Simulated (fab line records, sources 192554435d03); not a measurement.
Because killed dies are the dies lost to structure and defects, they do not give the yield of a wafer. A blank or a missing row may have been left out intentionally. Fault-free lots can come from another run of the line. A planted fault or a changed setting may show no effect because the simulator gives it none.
Split-lot experiment / flow n5-finfet / 21 wafers read across 7 lots, on a route 1938 steps long

== SPLIT DETAILS ==
At N5_BEOL_M12_COAT_04 (resist thk 400 nm), the setting spin-rpm was moved away from the recipe's 1625 rpm on 9 of the 21 wafers read, by -5.9% to +10.6%. All remaining wafers had this setting at the recipe value.

== FROM THE SPLIT TO THE READING: what the file shows between them, 2 steps ==
- N5_BEOL_M12_DESCUM_15: chemistry O2, time 7.9 s (also split here: time-s)
- N5_BEOL_M12_ETCH_59: etches BARC in N2/H2, target depth 89 nm, overetch 26.7 nm, time 67.9 s

== THE READING ==
coat_of_BEOL_M12_COAT_04.thk-nm (the simulator's own value, which no gauge read), in nm, at N5_BEOL_M12_VIA_ETCH_16 (etches SiOC in C4F8/O2/Ar, target depth 724.8 nm). There is no usual value for it anywhere in the file. Across the 12 wafers here that went through the recipe, the average is 123.6 nm and the standard deviation 1.8 nm.

wafer=L079.1; tool, chamber at the split=litho-track-01, 0; spin-rpm as run, rpm=1797; against the recipe=+10.6%; coat_of_BEOL_M12_COAT_04.thk-nm, nm=107.4; against lot-mates on the recipe=no lot-mate on the recipe
wafer=L079.2; tool, chamber at the split=litho-track-01, 0; spin-rpm as run, rpm=1797; against the recipe=+10.6%; coat_of_BEOL_M12_COAT_04.thk-nm, nm=107.2; against lot-mates on the recipe=no lot-mate on the recipe
wafer=L079.5; tool, chamber at the split=litho-track-01, 0; spin-rpm as run, rpm=1797; against the recipe=+10.6%; coat_of_BEOL_M12_COAT_04.thk-nm, nm=103.6; against lot-mates on the recipe=no lot-mate on the recipe
wafer=L081.2; tool, chamber at the split=litho-track-05, 0; spin-rpm as run, rpm=1625; against the recipe=recipe; coat_of_BEOL_M12_COAT_04.thk-nm, nm=123; against lot-mates on the recipe=-
wafer=L081.3; tool, chamber at the split=litho-track-05, 0; spin-rpm as run, rpm=1625; against the recipe=recipe; coat_of_BEOL_M12_COAT_04.thk-nm, nm=124.6; against lot-mates on the recipe=-
wafer=L081.6; tool, chamber at the split=litho-track-05, 0; spin-rpm as run, rpm=1625; against the recipe=recipe; coat_of_BEOL_M12_COAT_04.thk-nm, nm=122.8; against lot-mates on the recipe=-
wafer=L083.4; tool, chamber at the split=litho-track-03, 0; spin-rpm as run, rpm=1625; against the recipe=recipe; coat_of_BEOL_M12_COAT_04.thk-nm, nm=122.8; against lot-mates on the recipe=-
wafer=L083.5; tool, chamber at the split=litho-track-03, 0; spin-rpm as run, rpm=1625; against the recipe=recipe; coat_of_BEOL_M12_COAT_04.thk-nm, nm=126.2; against lot-mates on the recipe=-
wafer=L083.6; tool, chamber at the split=litho-track-03, 0; spin-rpm as run, rpm=1625; against the recipe=recipe; coat_of_BEOL_M12_COAT_04.thk-nm, nm=123; against lot-mates on the recipe=-
wafer=L089.1; tool, chamber at the split=litho-track-05, 0; spin-rpm as run, rpm=1625; against the recipe=recipe; coat_of_BEOL_M12_COAT_04.thk-nm, nm=126.2; against lot-mates on the recipe=-
wafer=L089.4; tool, chamber at the split=litho-track-05, 0; spin-rpm as run, rpm=1695; against the recipe=+4.3%; coat_of_BEOL_M12_COAT_04.thk-nm, nm=113.8; against lot-mates on the recipe=-12.4
wafer=L089.6; tool, chamber at the split=litho-track-05, 0; spin-rpm as run, rpm=1695; against the recipe=+4.3%; coat_of_BEOL_M12_COAT_04.thk-nm, nm=112; against lot-mates on the recipe=-14.2
wafer=L091.1; tool, chamber at the split=litho-track-01, 0; spin-rpm as run, rpm=1529; against the recipe=-5.9%; coat_of_BEOL_M12_COAT_04.thk-nm, nm=136; against lot-mates on the recipe=no lot-mate on the recipe
wafer=L091.3; tool, chamber at the split=litho-track-01, 0; spin-rpm as run, rpm=1529; against the recipe=-5.9%; coat_of_BEOL_M12_COAT_04.thk-nm, nm=137.6; against lot-mates on the recipe=no lot-mate on the recipe
wafer=L091.4; tool, chamber at the split=litho-track-01, 0; spin-rpm as run, rpm=1529; against the recipe=-5.9%; coat_of_BEOL_M12_COAT_04.thk-nm, nm=135.2; against lot-mates on the recipe=no lot-mate on the recipe
wafer=L094.1; tool, chamber at the split=litho-track-01, 0; spin-rpm as run, rpm=1625; against the recipe=recipe; coat_of_BEOL_M12_COAT_04.thk-nm, nm=124.2; against lot-mates on the recipe=-
wafer=L094.4; tool, chamber at the split=litho-track-01, 0; spin-rpm as run, rpm=1625; against the recipe=recipe; coat_of_BEOL_M12_COAT_04.thk-nm, nm=121.2; against lot-mates on the recipe=-
wafer=L094.6; tool, chamber at the split=litho-track-01, 0; spin-rpm as run, rpm=1562; against the recipe=-3.9%; coat_of_BEOL_M12_COAT_04.thk-nm, nm=132.2; against lot-mates on the recipe=+9.5
wafer=L095.1; tool, chamber at the split=litho-track-01, 0; spin-rpm as run, rpm=1625; against the recipe=recipe; coat_of_BEOL_M12_COAT_04.thk-nm, nm=126; against lot-mates on the recipe=-
wafer=L095.3; tool, chamber at the split=litho-track-01, 0; spin-rpm as run, rpm=1625; against the recipe=recipe; coat_of_BEOL_M12_COAT_04.thk-nm, nm=122.4; against lot-mates on the recipe=-
wafer=L095.6; tool, chamber at the split=litho-track-01, 0; spin-rpm as run, rpm=1625; against the recipe=recipe; coat_of_BEOL_M12_COAT_04.thk-nm, nm=120.6; against lot-mates on the recipe=-

THE FIT
A straight line over all 21 wafers: coat_of_BEOL_M12_COAT_04.thk-nm changes by -1.85 nm for each +1% of spin-rpm; r = -0.97; the points scatter about the line by 2.2 nm.
The same after taking each lot's own level away (the mean of its wafers on the recipe; 15 wafers): -2.88 nm for each +1%; r = -0.96; scatter 1.6 nm.
Per that fit: largest spin-rpm move, reading shift of 31 nm.
Measured against the standard deviation above, the lots' own levels, which go from 122.70 to 126.20 nm, span 1.9 times it.
So the slope is not independent of the lot-to-lot level: the two fits are not the same.
Check: for one of the wafers moved furthest among these (+4.3%), held out of the fit, the line's prediction against its lot-mates is -12.8 nm. It came out at -12.4 nm against them.

== OTHER SPLITS ON THESE WAFERS ==
Before the reading, these wafers also passed through other splits. Each is held against what the fit with the lots' levels taken away leaves over:
other split on the same wafers=N5_BEOL_M10_COAT_63 spin-rpm; wafers away from the commonest value=9; r with coat_of_BEOL_M12_COAT_04.thk-nm (lot level and that fit taken away)=-0.05
other split on the same wafers=N5_BEOL_M11_PECVD_70 time-s; wafers away from the commonest value=13; r with coat_of_BEOL_M12_COAT_04.thk-nm (lot level and that fit taken away)=+0.20
other split on the same wafers=N5_BEOL_M11_EXPOSE_08 dose-mj; wafers away from the commonest value=5; r with coat_of_BEOL_M12_COAT_04.thk-nm (lot level and that fit taken away)=-0.29
other split on the same wafers=N5_BEOL_M12_DESCUM_15 time-s; wafers away from the commonest value=7; r with coat_of_BEOL_M12_COAT_04.thk-nm (lot level and that fit taken away)=+0.51

== THE WHOLE CHAIN: every reading that the file lists as answering this split, in the file's order ==
step=N5_BEOL_M12_COAT_04; what it does=resist thk 400 nm; reading=coat_of_BEOL_M12_COAT_04.thk-nm (the simulator's own value, which no gauge read); change (the file's fit)=-2.09 nm for each +1% of the setting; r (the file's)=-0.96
step=N5_BEOL_M12_ETCH_59; what it does=etches BARC in N2/H2, target depth 89 nm, overetch 26.7 nm, time 67.9 s; reading=coat_of_BEOL_M12_COAT_04.thk-nm (the simulator's own value, which no gauge read); change (the file's fit)=-2.26 nm for each +1% of the setting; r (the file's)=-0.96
step=N5_BEOL_M12_VIA_ETCH_16; what it does=etches SiOC in C4F8/O2/Ar, target depth 724.8 nm; reading=coat_of_BEOL_M12_COAT_04.thk-nm (the simulator's own value, which no gauge read); change (the file's fit)=-2.8 nm for each +1% of the setting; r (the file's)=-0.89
step=N5_BEOL_M12_STRIP_63; what it does=strips in N2/H2; reading=strip-time-to-endpoint-s; change (the file's fit)=withheld for each +1% of the setting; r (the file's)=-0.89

== FILE'S OWN FIT ==
coat_of_BEOL_M12_COAT_04.thk-nm changes by -2.8 nm for each +1% of spin-rpm, r = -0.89.
